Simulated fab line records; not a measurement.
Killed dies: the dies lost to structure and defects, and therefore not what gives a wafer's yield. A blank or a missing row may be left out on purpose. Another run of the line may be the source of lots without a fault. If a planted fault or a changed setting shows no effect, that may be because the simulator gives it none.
Split-lot experiment | flow n5 finfet | 21 wafers read across 7 lots, on a route 1938 steps long

## ABOUT THE SPLIT
At N5_SD_EPI_P_EXPOSE_06 (exposes mask SD P BLK, target cd 240 nm), the setting dose mj was moved away from the recipe's 39.5 on 5 of the 21 wafers read, by -4.7% to +4.7%. All remaining wafers had this setting at the recipe value.

## FROM THE SPLIT TO THE READING: what the file shows between them, 2 steps
- N5_SD_EPI_P_PEB_07: peb time 60 s
- N5_SD_EPI_P_DEVELOP_08: develop time 30 s

## THE READING
cd nm at N5_SD_EPI_P_CD_MEAS_09, given in nm (cd target 240 nm). On this fab line, fault-free wafers typically give 240.6 nm with a standard deviation of 0.76 nm.

wafer  | tool, chamber at the split | dose mj as run | against the recipe | cd nm, nm | against lot-mates on the recipe
L078.1 | arfi scanner-02, 0         | 37.66          | -4.7%              | 237.0     | -3.9
L078.4 | arfi scanner-02, 0         | 39.5           | recipe             | 240.9     | -
L078.5 | arfi scanner-02, 0         | 37.66          | -4.7%              | 237.6     | -3.3
L079.1 | arfi scanner-01, 0         | 41.33          | +4.6%              | 244.8     | +4.7
L079.2 | arfi scanner-01, 0         | 41.33          | +4.6%              | 243.7     | +3.6
L079.6 | arfi scanner-01, 0         | 39.5           | recipe             | 240.1     | -
L080.1 | arfi scanner-03, 0         | 39.5           | recipe             | 240.8     | -
L080.2 | arfi scanner-03, 0         | 39.5           | recipe             | 241.9     | -
L080.3 | arfi scanner-03, 0         | 39.5           | recipe             | 241.3     | -
L082.2 | arfi scanner-01, 0         | 39.5           | recipe             | 240.9     | -
L082.4 | arfi scanner-01, 0         | 39.5           | recipe             | 240.0     | -
L082.6 | arfi scanner-01, 0         | 39.5           | recipe             | 240.2     | -
L083.1 | arfi scanner-01, 0         | 41.37          | +4.7%              | 242.8     | +2.7
L083.5 | arfi scanner-01, 0         | 39.5           | recipe             | 239.5     | -
L083.6 | arfi scanner-01, 0         | 39.5           | recipe             | 240.8     | -
L085.4 | arfi scanner-02, 0         | 39.5           | recipe             | 240.6     | -
L085.5 | arfi scanner-02, 0         | 39.5           | recipe             | 241.6     | -
L085.6 | arfi scanner-02, 0         | 39.5           | recipe             | 240.8     | -
L097.2 | arfi scanner-03, 0         | 39.5           | recipe             | 240.5     | -
L097.3 | arfi scanner-03, 0         | 39.5           | recipe             | 241.5     | -
L097.5 | arfi scanner-03, 0         | 39.5           | recipe             | 241.0     | -

FIT RESULTS
A straight line over all 21 wafers: cd nm changes by +0.684 nm for each +1% of dose mj; r = +0.93; the points scatter about the line by 0.67 nm.
The same after taking each lot's own level away (the mean of its wafers on the recipe; 21 wafers): +0.777 nm for each +1%; r = +0.96; scatter 0.53 nm.
According to that fit, moving dose mj by its largest amount changes the reading by 3.7 nm.
Across the lots, their own levels run from 240.10 to 241.33 nm, a range of 1.6 times the standard deviation given above.
So the lot-to-lot level changes the slope: the two fits differ.
Check: for one of the wafers moved furthest among these (+4.7%), held out of the fit, the line's prediction against its lot-mates is +4.01 nm. Against them it came out at +2.65 nm.

## OTHER SPLITS ON THESE WAFERS
Note: prior to the reading, these wafers also went through further splits. Each is held against what the fit with the lots' levels taken away leaves over:
other split on the same wafers            | wafers away from the commonest value | r with cd nm (lot level and that fit taken away)
N5_ZERO_LAYER_EXPOSE_08 dose mj           | 11                                   | +0.01
N5_WELL_APT_COAT_02 spin rpm              | 8                                    | +0.14
N5_PMOS_HMC_CHANNEL_EPI_PEB_07 peb time s | 7                                    | -0.24
N5_PMOS_HMC_CHANNEL_EPI_ETCH_32 bias w    | 6                                    | +0.04
N5_FIN_SAQP_HM_DEP_72 time s              | 10                                   | +0.11
N5_DUMMY_GATE_ETCH_31 target depth a      | 7                                    | -0.14

## THE WHOLE CHAIN: every reading that the file lists as answering this split, in the file's order
step                   | what it does                                           | reading                                                         | change (the file's fit)               | r (the file's)
N5_SD_EPI_P_CD_MEAS_09 | target cd 240 nm                                       | cd nm                                                           | +0.742 nm for each +1% of the setting | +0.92
N5_SD_EPI_P_DESCUM_14  | chemistry O2, time 7.9 s                               | SD_EPI_P.cd nm (the simulator's own value, which no gauge read) | +0.719 nm for each +1% of the setting | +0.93
N5_SD_EPI_P_ETCH_36    | etches SiARC in CF4, target depth 45.5 nm, time 75.8 s | SD_EPI_P.cd nm (the simulator's own value, which no gauge read) | +0.726 nm for each +1% of the setting | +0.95
N5_SD_EPI_P_ETCH_47    | etches SiOCN in CH3F/O2, target depth 25 nm            | SD_EPI_P.cd nm (the simulator's own value, which no gauge read) | +0.712 nm for each +1% of the setting | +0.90

## FILE'S OWN FIT
cd nm changes by +0.742 nm for each +1% of dose mj, r = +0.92.
